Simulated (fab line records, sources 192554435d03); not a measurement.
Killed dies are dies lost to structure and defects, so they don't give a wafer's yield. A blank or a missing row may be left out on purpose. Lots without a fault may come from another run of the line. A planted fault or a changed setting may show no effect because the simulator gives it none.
Split-lot experiment | flow n5_finfet | 7 lots, 21 wafers read, on a route of 1938 steps

THE SPLIT
At N5_BEOL_M15_DEP_53 (deposits SiCN from 3MS/NH3, target thk 50 nm, time 17.8 s), the setting time_s was moved away from the recipe's 17.8 s on 8 of the 21 wafers read, by -12.9% to +11.9%. The other wafers ran this setting at the recipe's value.

The reading is taken at the split's own step.

THE READING
SiCN_of_BEOL_M15_DEP_53.thk_nm (the simulator's own value, which no gauge read), in nm, at N5_BEOL_M15_DEP_53 (deposits SiCN from 3MS/NH3, target thk 50 nm, time 17.8 s). The file gives no usual value for it. The 13 wafers here that ran the recipe average 50.0 nm, standard deviation 0.57 nm.

wafer  | tool, chamber at the split | time_s as run, s | against the recipe | SiCN_of_BEOL_M15_DEP_53.thk_nm, nm | against lot-mates on the recipe
L074.2 | pecvd-04, 1,0              | 15.61            | -12.3%             | 44.4                               | -6.0
L074.3 | pecvd-04, 1,0              | 15.61            | -12.3%             | 44.4                               | -6.0
L074.4 | pecvd-04, 0                | 17.8             | recipe             | 50.4                               | -
L076.1 | pecvd-04, 2                | 17.8             | recipe             | 49                                 | -
L076.2 | pecvd-04, 1                | 17.8             | recipe             | 49.2                               | -
L076.4 | pecvd-04, 2                | 15.51            | -12.9%             | 44.2                               | -4.9
L081.1 | pecvd-03, 0,2              | 17.8             | recipe             | 49.4                               | -
L081.2 | pecvd-03, 0,2              | 17.8             | recipe             | 49.4                               | -
L081.4 | pecvd-03, 2                | 17.8             | recipe             | 50                                 | -
L083.3 | pecvd-01, 0                | 17.8             | recipe             | 49.8                               | -
L083.4 | pecvd-01, 0                | 15.88            | -10.8%             | 45.2                               | -4.6
L083.6 | pecvd-01, 2                | 15.88            | -10.8%             | 44.8                               | -5.0
L086.2 | pecvd-03, 0                | 17.07            | -4.1%              | 47.4                               | -3.2
L086.4 | pecvd-03, 0                | 17.8             | recipe             | 50.8                               | -
L086.5 | pecvd-03, 2                | 17.8             | recipe             | 50.4                               | -
L088.1 | pecvd-04, 0                | 19.92            | +11.9%             | 55.4                               | +5.2
L088.3 | pecvd-04, 2                | 19.92            | +11.9%             | 55                                 | +4.8
L088.4 | pecvd-04, 1                | 17.8             | recipe             | 50.2                               | -
L090.2 | pecvd-01, 1                | 17.8             | recipe             | 50.4                               | -
L090.3 | pecvd-01, 0                | 17.8             | recipe             | 50                                 | -
L090.5 | pecvd-01, 2                | 17.8             | recipe             | 50.8                               | -
Where a row lists several chambers, the file gives one row for several wafers and doesn't say which wafer went through which chamber.

THE FIT
A straight line over all 21 wafers: SiCN_of_BEOL_M15_DEP_53.thk_nm changes by +0.451 nm for each +1% of time_s; r = +0.99; the points scatter about the line by 0.51 nm.
The same after taking each lot's own level away (the mean of its wafers on the recipe; 21 wafers): +0.441 nm for each +1%; r = +0.99; scatter 0.45 nm.
On that fit, the largest move of time_s shifts the reading by 5.7 nm.
The lots' own levels span 49.10 to 50.60 nm, that is 2.6 times the standard deviation above.
So the lot-to-lot level changes the slope little: the two slopes agree.
Check: with one of the wafers moved furthest among these (-12.9%) left out of the fit, the line predicts -5.98 nm for it against its lot-mates. It came out at -4.9 nm against them.

OTHER SPLITS ON THESE WAFERS
These wafers also went through other splits before the reading. Each is held against what the fit with the lots' levels taken away leaves over:
other split on the same wafers | wafers away from the commonest value | r with SiCN_of_BEOL_M15_DEP_53.thk_nm (lot level and that fit taken away)
N5_BEOL_M14_DEP_53 time_s      | 6                                    | +0.18
N5_BEOL_M15_EXPOSE_07 dose_mj  | 7                                    | -0.23
N5_BEOL_M15_SPUTTER_44 power_w | 7                                    | -0.13

THE FILE'S OWN FIT
SiCN_of_BEOL_M15_DEP_53.thk_nm changes by +0.441 nm for each +1% of time_s, r = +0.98.
